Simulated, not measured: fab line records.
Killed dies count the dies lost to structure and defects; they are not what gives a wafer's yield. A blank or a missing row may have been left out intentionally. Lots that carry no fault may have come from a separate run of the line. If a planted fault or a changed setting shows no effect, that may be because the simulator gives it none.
Which tool was responsible? + flow n5Finfet + Sampling: 12 lots, 36 wafers, 2 of 1938 route steps

== WHAT THE GAUGES SHOWED, per wafer ==
N5_BEOL_M3_THK_MEAS_53: measures by xrf.
| lot  | measured     | on           | M3_THK (nm)    |
|------|--------------|--------------|----------------|
| L076 | day 7 16:08  | filmMetro-02 | 41.3 39.1 40.9 |
| L077 | day 8 00:23  | filmMetro-01 | 37.6 41.4 39.1 |
| L079 | day 8 14:58  | filmMetro-01 | 40.7 38.5 40.9 |
| L080 | day 9 00:22  | filmMetro-01 | 39.3 36.7 39.4 |
| L083 | day 9 15:52  | filmMetro-02 | 39.9 40.3 41.8 |
| L085 | day 10 06:07 | filmMetro-02 | 39.8 39.4 37.3 |
| L088 | day 10 19:50 | filmMetro-01 | 39.4 36.7 36.5 |
| L089 | day 10 22:41 | filmMetro-02 | 40.2 40.9 42.6 |
| L090 | day 12 03:34 | filmMetro-01 | 37.7 37.0 37.7 |
| L092 | day 12 15:27 | filmMetro-01 | 40.9 38.7 38.4 |
| L095 | day 13 00:38 | filmMetro-01 | 37.1 39.8 36.1 |
| L097 | day 13 10:17 | filmMetro-02 | 41.3 39.0 42.3 |

== WHICH TOOL RAN EACH LOT (tool, then ch and the chambers of the sampled wafers, then the start) ==
| lot  | N5_BEOL_M3_ANNEAL_89        |
|------|-----------------------------|
| L076 | pvdSputter-02, day 7 14:34  |
| L077 | pvdSputter-03, day 7 22:47  |
| L079 | pvdSputter-02, day 8 13:22  |
| L080 | pvdSputter-01, day 8 22:44  |
| L083 | pvdSputter-02, day 9 13:54  |
| L085 | pvdSputter-03, day 10 04:32 |
| L088 | pvdSputter-02, day 10 18:14 |
| L089 | pvdSputter-01, day 10 21:05 |
| L090 | pvdSputter-03, day 12 01:49 |
| L092 | pvdSputter-02, day 12 13:22 |
| L095 | pvdSputter-01, day 12 21:55 |
| L097 | pvdSputter-02, day 13 08:42 |
- N5_BEOL_M3_ANNEAL_89: time 240 s.

== THE ANSWER, worked out from the rows above alone ==
Rule: the usual values come from the lots themselves. The widest of any qualifying gaps counts: lots, ordered by their means at a reading, are off when they make up no more than a third of the lots, leave a main group of 4 or more, and stand apart from it by 3 or more times the standard deviation of that group's means. If all means in a main group match to the digits the tables above print for the reading, that group is not used. Also off: a lot with no number at a reading for which 4 or more lots have one. The other lots that the step has rows for count as sound.
Across all readings shown, no lot is off: no conclusion can be drawn from this.

== WHAT THE SIMULATOR PUT IN ==
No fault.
